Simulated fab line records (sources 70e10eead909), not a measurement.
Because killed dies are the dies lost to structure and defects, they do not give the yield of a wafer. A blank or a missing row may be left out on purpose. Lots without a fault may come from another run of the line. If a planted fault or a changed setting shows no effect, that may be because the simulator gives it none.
Chamber matching	flow nandHarc	NHARC_A_STAIRCASE_DEP_156 on pecvd-02 has 3 sister chambers
The step deposits SiNx, target thk 50 nm. 3 wafers are shown with their chamber, then 8 later ones without.

## WAFERS WITH THEIR CHAMBER
wafer	chamber	heaterPowerW (W)
L074.6	1	794
L081.6	0	723
L084.1	2	634

## WAFERS WHOSE CHAMBER IS MISSING
wafer	heaterPowerW (W)
L084.2	679
L084.6	662
L090.1	739
L090.2	619
L090.3	747
L090.4	647
L090.5	758
L090.6	725

## WHICH CHAMBER EACH ONE RAN IN
wafer	from the rows above	in truth
L084.2	can't be placed: 0 or 2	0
L084.6	can't be placed: 2 or 0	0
L090.1	can't be placed: 0 or 1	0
L090.2	2	2
L090.3	can't be placed: 0 or 1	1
L090.4	2	2
L090.5	can't be placed: 0 or 1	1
L090.6	0	0
Placed correctly: 3 of 8. These rows do not allow placing 5 (true chamber among the candidates in 5). Wrongly placed: 0.
How it was worked out, from the rows above alone: a wafer's distance from a chamber is the root of the sum, over the readings, of the square of ((its reading less the chamber's mean) divided by the reading's scatter). If the next closest chamber is less than 2 further off than the closest, the wafer can't be placed; otherwise it belongs to the closest. The mean given for a chamber averages the wafers shown for that chamber. The scatter: root of mean squared gap, hidden wafer to nearest shown wafer, with one shown wafer a chamber.
